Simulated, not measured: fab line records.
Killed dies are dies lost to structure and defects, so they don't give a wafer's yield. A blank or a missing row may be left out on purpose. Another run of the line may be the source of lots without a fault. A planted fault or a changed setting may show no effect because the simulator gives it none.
Split-lot study :: flow n5_finfet :: on a route of 1938 steps: 7 lots, 21 wafers read

## THE SPLIT
At N5_FIN_SAQP_ETCH_65 (etches SiO2 in CF4, target depth 4 nm, time 4.4 s), the setting time_s was moved away from the recipe's 4.4 s on 5 of the 21 wafers read, by -8.9% to +19.0%. All remaining wafers had this setting at the recipe value.

The reading is taken at the split's own step.

## THE READING
etch.depth_nm (the simulator's own value, which no gauge read), in nm, at N5_FIN_SAQP_ETCH_65 (etches SiO2 in CF4, target depth 4 nm, time 4.4 s). There is no usual value for it anywhere in the file. The 16 wafers here that ran the recipe average 4.121 nm, standard deviation 0.13 nm.

wafer: L074.1
tool, chamber at the split: rie_si-05, 0
time_s as run, s: 5.08
against the recipe: +15.5%
etch.depth_nm, nm: 4.521
against lot-mates on the recipe: +0.569

wafer: L074.3
tool, chamber at the split: rie_si-05, 3
time_s as run, s: 5.08
against the recipe: +15.5%
etch.depth_nm, nm: 5.123
against lot-mates on the recipe: +1.171

wafer: L074.5
tool, chamber at the split: rie_si-05, 0
time_s as run, s: 4.4
against the recipe: recipe
etch.depth_nm, nm: 3.952
against lot-mates on the recipe: -

wafer: L078.2
tool, chamber at the split: rie_si-04, 0
time_s as run, s: 4.4
against the recipe: recipe
etch.depth_nm, nm: 4.177
against lot-mates on the recipe: -

wafer: L078.3
tool, chamber at the split: rie_si-04, 2
time_s as run, s: 4.4
against the recipe: recipe
etch.depth_nm, nm: 4.145
against lot-mates on the recipe: -

wafer: L078.6
tool, chamber at the split: rie_si-04, 0
time_s as run, s: 4.4
against the recipe: recipe
etch.depth_nm, nm: 4.165
against lot-mates on the recipe: -

wafer: L086.2
tool, chamber at the split: rie_si-05, 0
time_s as run, s: 5.238
against the recipe: +19.0%
etch.depth_nm, nm: 4.754
against lot-mates on the recipe: +0.593

wafer: L086.4
tool, chamber at the split: rie_si-05, 3
time_s as run, s: 4.4
against the recipe: recipe
etch.depth_nm, nm: 4.329
against lot-mates on the recipe: -

wafer: L086.6
tool, chamber at the split: rie_si-05, 0
time_s as run, s: 4.4
against the recipe: recipe
etch.depth_nm, nm: 3.992
against lot-mates on the recipe: -

wafer: L088.3
tool, chamber at the split: rie_si-05, 3
time_s as run, s: 4.4
against the recipe: recipe
etch.depth_nm, nm: 4.351
against lot-mates on the recipe: -

wafer: L088.5
tool, chamber at the split: rie_si-05, 0
time_s as run, s: 4.4
against the recipe: recipe
etch.depth_nm, nm: 3.996
against lot-mates on the recipe: -

wafer: L088.6
tool, chamber at the split: rie_si-05, 3
time_s as run, s: 5.059
against the recipe: +15.0%
etch.depth_nm, nm: 5.002
against lot-mates on the recipe: +0.829

wafer: L090.2
tool, chamber at the split: rie_si-05, 3
time_s as run, s: 4.4
against the recipe: recipe
etch.depth_nm, nm: 4.35
against lot-mates on the recipe: -

wafer: L090.4
tool, chamber at the split: rie_si-05, 1
time_s as run, s: 4.4
against the recipe: recipe
etch.depth_nm, nm: 4.123
against lot-mates on the recipe: -

wafer: L090.6
tool, chamber at the split: rie_si-05, 1
time_s as run, s: 4.4
against the recipe: recipe
etch.depth_nm, nm: 4.112
against lot-mates on the recipe: -

wafer: L091.2
tool, chamber at the split: rie_si-05, 0
time_s as run, s: 4.009
against the recipe: -8.9%
etch.depth_nm, nm: 3.542
against lot-mates on the recipe: -0.540

wafer: L091.4
tool, chamber at the split: rie_si-05, 1
time_s as run, s: 4.4
against the recipe: recipe
etch.depth_nm, nm: 4.083
against lot-mates on the recipe: -

wafer: L091.6
tool, chamber at the split: rie_si-05, 2
time_s as run, s: 4.4
against the recipe: recipe
etch.depth_nm, nm: 4.081
against lot-mates on the recipe: -

wafer: L095.1
tool, chamber at the split: rie_si-04, 1
time_s as run, s: 4.4
against the recipe: recipe
etch.depth_nm, nm: 4.061
against lot-mates on the recipe: -

wafer: L095.3
tool, chamber at the split: rie_si-04, 3
time_s as run, s: 4.4
against the recipe: recipe
etch.depth_nm, nm: 3.931
against lot-mates on the recipe: -

wafer: L095.5
tool, chamber at the split: rie_si-04, 1
time_s as run, s: 4.4
against the recipe: recipe
etch.depth_nm, nm: 4.083
against lot-mates on the recipe: -

FIT RESULTS
A straight line over all 21 wafers: etch.depth_nm changes by +0.0461 nm for each +1% of time_s; r = +0.89; the points scatter about the line by 0.17 nm.
The same after taking each lot's own level away (the mean of its wafers on the recipe; 21 wafers): +0.0487 nm for each +1%; r = +0.91; scatter 0.16 nm.
That fit puts the effect of the largest move of time_s on the reading at 0.93 nm.
Measured against the standard deviation above, the lots' own levels, which go from 3.9520 to 4.1950 nm, span 1.9 times it.
The two slopes agree, so the slope changes little with the lot-to-lot level.
Check: for one of the wafers moved furthest among these (+19.0%), held out of the fit, the line's prediction against its lot-mates is +1.08 nm. Against them it came out at +0.593 nm.

## OTHER SPLITS ON THESE WAFERS
Before the reading, these wafers also passed through other splits. Each is held against what the fit with the lots' levels taken away leaves over:
other split on the same wafers: N5_PMOS_HMC_CHANNEL_EPI_COAT_03 spin_rpm
wafers away from the commonest value: 6
r with etch.depth_nm (lot level and that fit taken away): -0.25

other split on the same wafers: N5_PMOS_HMC_CHANNEL_EPI_EXPOSE_06 dose_mj
wafers away from the commonest value: 8
r with etch.depth_nm (lot level and that fit taken away): -0.02

other split on the same wafers: N5_FIN_SAQP_SPACER1_ALD_24 ald_cycles
wafers away from the commonest value: 7
r with etch.depth_nm (lot level and that fit taken away): -0.16

## FILE'S OWN FIT
etch.depth_nm changes by +0.0464 nm for each +1% of time_s, r = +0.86.
